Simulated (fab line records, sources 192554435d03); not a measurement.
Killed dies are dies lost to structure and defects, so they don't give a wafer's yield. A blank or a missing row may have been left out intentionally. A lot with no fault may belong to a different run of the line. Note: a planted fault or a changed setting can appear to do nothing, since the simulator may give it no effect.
The tool behind it: which one? | flow n5-finfet | 23 wafers from 9 lots sampled at 7 of the route's 1938 steps

== WHAT THE GAUGES SHOWED, per wafer ==
N5_BEOL_M4_RC_MEAS_101. Usual: DIBL_N 35.8 mV/V, standard deviation 1.7; DIBL_P 35.9 mV/V, standard deviation 1.9; IOFF_N 0.151 nA/um, standard deviation 0.028; IOFF_P 0.21 nA/um, standard deviation 0.037; ION_N 673 uA/um, standard deviation 12; ION_P 463 uA/um, standard deviation 8.3; SS_N 71.4 mV/dec, standard deviation 0.59; SS_P 73.2 mV/dec, standard deviation 0.63; VT_N 250 mV, standard deviation 3.2; VT_P -250 mV, standard deviation 3.7.
lot  | measured     | on        | DIBL_N (mV/V)  | DIBL_P (mV/V)  | IOFF_N (nA/um)    | IOFF_P (nA/um) | ION_N (uA/um) | ION_P (uA/um) | SS_N (mV/dec)  | SS_P (mV/dec)  | VT_N (mV)   | VT_P (mV)      | flag
L830 | day 7 17:10  | prober-02 | 36.1 35.2      | 36.0 35.2      | 0.141 0.130       | 0.21 0.21      | 667 660       | 462 457       | 71.5 71.2      | 73.7 73.0      | 249 254     | -247 -250      |
L833 | day 8 10:10  | prober-02 | 37.9 37.0 38.2 | 38.0 37.3 38.8 | 0.172 0.167 0.183 | 0.23 0.21 0.24 | 671 687 678   | 453 468 468   | 71.3 71.3 71.9 | 73.8 73.4 73.4 | 248 249 249 | -250 -255 -247 |
L837 | day 9 19:46  | prober-02 | 36.9 34.2      | 37.5 34.6      | 0.174 0.129       | 0.19 0.16      | 687 671       | 463 457       | 70.3 70.6      | 73.3 72.7      | 246 250     | -253 -255      |
L841 | day 10 16:44 | prober-01 | 35.7 34.9      | 36.6 36.0      | 0.149 0.136       | 0.18 0.17      | 683 656       | 462 449       | 70.8 70.9      | 72.9 73.7      | 251 249     | -254 -254      |
L842 | day 10 22:09 | prober-02 | 34.3 34.8      | 32.7 34.5      | 0.113 0.128       | 0.14 0.17      | 661 663       | 453 459       | 70.9 70.2      | 72.5 72.5      | 255 249     | -256 -256      |
L843 | day 11 05:10 | prober-02 | 35.7 38.3 35.8 | 34.5 37.7 34.8 | 0.134 0.176 0.132 | 0.17 0.21 0.17 | 670 673 670   | 458 455 463   | 71.7 71.8 71.7 | 72.8 73.4 72.5 | 253 247 251 | -254 -252 -255 |
L847 | day 11 23:42 | prober-02 | 35.3 35.5 34.6 | 36.1 36.0 34.9 | 0.131 0.128 0.117 | 0.18 0.18 0.18 | 668 655 656   | 458 453 451   | 71.2 71.2 70.8 | 72.4 73.1 72.8 | 254 254 256 | -252 -253 -255 |
L851 | day 14 04:58 | prober-01 | 39.4 37.1 38.6 | 41.1 38.3 40.0 | 0.240 0.195 0.217 | 0.30 0.24 0.27 | 672 690 692   | 459 467 474   | 72.8 71.8 72.3 | 74.9 73.8 74.6 | 245 245 245 | -246 -248 -246 |
L852 | day 14 09:05 | prober-01 | 36.0 36.2 36.1 | 35.6 35.5 35.7 | 0.137 0.147 0.145 | 0.20 0.20 0.20 | 661 674 667   | 453 461 458   | 71.3 71.9 72.2 | 73.2 73.1 73.1 | 254 254 254 | -247 -252 -248 |

N5_BEOL_M14_THK_MEAS_01. Usual: for M14_ILD_THK the level is 1105 nm and the standard deviation is 17.
lot  | measured     | on            | M14_ILD_THK (nm) | flag
L830 | day 11 05:51 | film-metro-01 | 1107 1130        |
L833 | day 11 11:08 | film-metro-01 | 1086 1083 1107   |
L837 | day 12 22:40 | film-metro-01 | 1110 1114        |
L841 | day 13 23:29 | film-metro-02 | 1086 365         | OFF
L842 | day 14 07:01 | film-metro-01 | 1095 344         | OFF
L843 | day 14 16:14 | film-metro-02 | 1084 339 1115    | OFF
L847 | day 15 02:56 | film-metro-02 | 1111 1129 1143   |
L851 | day 17 10:00 | film-metro-01 | 1101 1133 1094   |
L852 | day 17 09:14 | film-metro-02 | 1099 1101 1113   |

N5_BEOL_M14_CD_MEAS_10: the cd target is 250 nm. Usual: cd-nm at 249.3 nm, with a standard deviation of 1.6.
lot  | measured     | on        | cd-nm (nm)        | flag
L830 | day 11 06:09 | cd-sem-02 | 252.3 250.7       |
L833 | day 11 11:34 | cd-sem-03 | 248.3 250.1 250.4 |
L837 | day 12 23:06 | cd-sem-02 | 251.0 248.9       |
L841 | day 13 23:55 | cd-sem-01 | 249.9 250.1       |
L842 | day 14 07:27 | cd-sem-01 | 246.1 248.4       |
L843 | day 14 16:34 | cd-sem-03 | 248.0 248.2 250.3 |
L847 | day 15 03:14 | cd-sem-02 | 249.5 249.4 246.9 |
L851 | day 17 10:18 | cd-sem-03 | 249.0 249.1 248.5 |
L852 | day 17 09:40 | cd-sem-02 | 248.1 247.9 250.0 |

N5_BEOL_M14_CD_MEAS_17: the cd target is 250 nm. Usual: cd-nm at 250.2 nm, with a standard deviation of 1.9.
lot  | measured     | on        | cd-nm (nm)        | flag
L830 | day 11 06:41 | cd-sem-02 | 253.0 251.3       |
L833 | day 11 12:05 | cd-sem-03 | 248.6 250.0 251.2 |
L837 | day 12 23:37 | cd-sem-02 | 251.0 247.0       |
L841 | day 14 00:27 | cd-sem-03 | 249.9 245.0       |
L842 | day 14 08:08 | cd-sem-03 | 245.8 242.2       | OFF
L843 | day 14 17:05 | cd-sem-01 | 249.3 242.9 249.5 |
L847 | day 15 03:46 | cd-sem-01 | 250.7 248.6 247.7 |
L851 | day 17 11:15 | cd-sem-03 | 250.0 251.1 249.1 |
L852 | day 17 10:11 | cd-sem-02 | 248.8 249.2 252.9 |

== WHAT TOOL EACH LOT RAN ON (gives the tool, then ch and the chambers of the sampled wafers, and finally the start) ==
lot  | N5_BEOL_M13_ETCH_67                | N5_BEOL_M13_STRIP_37                 | N5_BEOL_M14_ILD_DEP_00
L830 | rie-diel-05 ch 0,3, day 10 21:54   | plasma-asher-02 ch 0, day 10 22:29   | pecvd-04 ch 0,1, day 11 05:40
L833 | rie-diel-05 ch 0,1,3, day 11 07:27 | plasma-asher-01 ch 0,1, day 11 08:03 | pecvd-04 ch 0,2, day 11 10:57
L837 | rie-diel-05 ch 1,2, day 12 19:26   | plasma-asher-02 ch 0,1, day 12 20:02 | pecvd-04 ch 0,1, day 12 22:28
L841 | rie-diel-03 ch 2,3, day 13 14:10   | plasma-asher-02 ch 1, day 13 14:45   | pecvd-04 ch 1,2, day 13 23:18
L842 | rie-diel-03 ch 0,2, day 14 04:36   | plasma-asher-01 ch 1, day 14 05:11   | pecvd-04 ch 1,2, day 14 06:50
L843 | rie-diel-05 ch 2,3, day 14 11:27   | plasma-asher-01 ch 0, day 14 12:14   | pecvd-04 ch 1,2, day 14 16:03
L847 | rie-diel-04 ch 2,3, day 14 22:15   | plasma-asher-02 ch 0,1, day 14 22:50 | pecvd-02 ch 0,2, day 15 02:44
L851 | rie-diel-05 ch 1,2, day 17 04:29   | plasma-asher-02 ch 0,1, day 17 05:04 | pecvd-02 ch 0,1,2, day 17 09:43
L852 | rie-diel-04 ch 2,3, day 17 03:02   | plasma-asher-01 ch 0,1, day 17 03:38 | pecvd-02 ch 0,1, day 17 09:02
- N5_BEOL_M13_ETCH_67: etches SiARC in CF4, target depth 143 nm, time 238.3 s.
- N5_BEOL_M13_STRIP_37: strips in N2/H2.
- N5_BEOL_M14_ILD_DEP_00: deposits SiO2 from TEOS/O2, target thk 1119.3 nm, time 237.4 s.

== AS READ BY THE TOOLS THEMSELVES (means over the sampled wafers that have a number; for cases with no such wafer, the mark the record gives instead) ==
N5_BEOL_M13_ETCH_67. Usual: drypump-motor-current-A 5.9 A, standard deviation 0.32; etch-rf-on-time-s 238 s, standard deviation 4.7; oes-product-au 0.66 a.u., standard deviation 0.054; rf-vpp-V 184.5 V, standard deviation 1.1; showerhead-plenum-p-Torr 2.18 Torr, standard deviation 0.061; throttle-valve-pct 15.64 %, standard deviation 0.27.
lot  | tool        | drypump-motor-current-A (A) | etch-rf-on-time-s (s) | oes-product-au (a.u.) | rf-vpp-V (V) | showerhead-plenum-p-Torr (Torr) | throttle-valve-pct (%) | flag
L830 | rie-diel-05 | 6.1                         | 234                   | 0.67                  | 185.3        | 2.23                            | 15.54                  |
L833 | rie-diel-05 | 6.0                         | 235                   | 0.69                  | 185.1        | 2.21                            | 15.54                  |
L837 | rie-diel-05 | 6.0                         | 238                   | 0.68                  | 183.4        | 2.20                            | 15.79                  |
L841 | rie-diel-03 | 5.6                         | 238                   | 0.69                  | 184.1        | 2.16                            | 15.64                  |
L842 | rie-diel-03 | 5.3                         | 230                   | 0.69                  | 184.4        | 2.16                            | 15.54                  |
L843 | rie-diel-05 | 6.2                         | 238                   | 0.66                  | 183.8        | 2.22                            | 15.75                  |
L847 | rie-diel-04 | 5.7                         | 247                   | 0.61                  | 182.6        | 2.04                            | 15.51                  |
L851 | rie-diel-05 | 6.2                         | 240                   | 0.63                  | 184.5        | 2.19                            | 15.93                  |
L852 | rie-diel-04 | 5.7                         | 246                   | 0.59                  | 182.2        | 2.04                            | 15.54                  |

N5_BEOL_M13_STRIP_37. Usual: drypump-motor-current-A 6.0 A, standard deviation 0.34; heater-power-w 324 W, standard deviation 19; oes-product-au 0.784 a.u., standard deviation 0.011; temp-c 250.00 C, standard deviation 0.18.
lot  | tool            | drypump-motor-current-A (A) | heater-power-w (W) | oes-product-au (a.u.) | temp-c (C) | flag
L830 | plasma-asher-02 | 6.4                         | 348                | 0.793                 | 250.16     |
L833 | plasma-asher-01 | 6.1                         | 327                | 0.788                 | 249.92     |
L837 | plasma-asher-02 | 6.0                         | 315                | 0.776                 | 250.13     |
L841 | plasma-asher-02 | 5.6                         | 296                | 0.780                 | 249.91     |
L842 | plasma-asher-01 | 6.2                         | 328                | 0.771                 | 250.21     |
L843 | plasma-asher-01 | 5.9                         | 326                | 0.788                 | 250.05     |
L847 | plasma-asher-02 | 5.9                         | 318                | 0.790                 | 249.89     |
L851 | plasma-asher-02 | 6.2                         | 332                | 0.790                 | 249.94     |
L852 | plasma-asher-01 | 6.0                         | 329                | 0.791                 | 249.93     |

N5_BEOL_M14_ILD_DEP_00. Usual: heater-power-w 572 W, standard deviation 98; run-length-s 280.2 s, standard deviation 0.53; showerhead-plenum-p-Torr 8.33 Torr, standard deviation 0.031; susceptor-temp-C 400.01 C, standard deviation 0.21; throttle-valve-pct 18.6 %, standard deviation 0.88.
lot  | tool     | heater-power-w (W) | run-length-s (s) | showerhead-plenum-p-Torr (Torr) | susceptor-temp-C (C) | throttle-valve-pct (%) | flag
L830 | pecvd-04 | 582                | 279.8            | 8.33                            | 400.00               | 17.8                   |
L833 | pecvd-04 | 646                | 280.0            | 8.34                            | 399.92               | 18.2                   |
L837 | pecvd-04 | 602                | 279.9            | 8.32                            | 399.94               | 17.9                   |
L841 | pecvd-04 | 648                | 201.1            | 8.31                            | 399.99               | 18.8                   | OFF
L842 | pecvd-04 | 606                | 200.9            | 8.32                            | 400.41               | 18.9                   | OFF
L843 | pecvd-04 | 574                | 227.3            | 8.33                            | 399.77               | 18.7                   | OFF
L847 | pecvd-02 | 628                | 280.4            | 8.32                            | 399.79               | 18.6                   |
L851 | pecvd-02 | 557                | 280.8            | 8.35                            | 399.94               | 18.9                   |
L852 | pecvd-02 | 500                | 280.5            | 8.33                            | 399.87               | 19.2                   |

== THE ANSWER, worked out from the rows above alone ==
Rule: a lot is off if the mean of its wafers that have a number lies more than 3 standard deviations from the usual mean. A lot without any number at a reading at which 4 lots or more have one is off too. The other lots that the step has rows for count as sound. Order of review: gauges by route order, followed by the tools' own readings, for which a lot's mean as printed above is used. The first step at which some lot is off is used, and at that step the reading that is off furthest; a lot without a number counts as furthest.
Off: L841, L842, L843, at N5_BEOL_M14_THK_MEAS_01 (M14_ILD_THK).
A tool fits if, at a process step before that reading, it ran every lot that is off, and no sound lot after the first of them. The gauges at N5_BEOL_M14_THK_MEAS_01 aren't tried: what is off there is off at N5_BEOL_M14_ILD_DEP_00 too, on other tools, and a gauge's error can't cause that. One candidate fits, namely pecvd-04 at N5_BEOL_M14_ILD_DEP_00. A fault onset in the window from L837 (day 12 22:28, its last sound lot) to L841 (day 13 23:18, its first lot off) fits.
The tool's own readings at N5_BEOL_M14_ILD_DEP_00 bear it out: on the lots that are off they differ by more than 5 times the standard deviation of the sound lots' means. run-length-s reads 209.8 s there against 280.2 s on the sound lots.

== WHAT HAD BEEN PUT IN BY THE SIMULATOR ==
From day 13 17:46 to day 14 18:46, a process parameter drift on pecvd-04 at N5_BEOL_M14_ILD_DEP_00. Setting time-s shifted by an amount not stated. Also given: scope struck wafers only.
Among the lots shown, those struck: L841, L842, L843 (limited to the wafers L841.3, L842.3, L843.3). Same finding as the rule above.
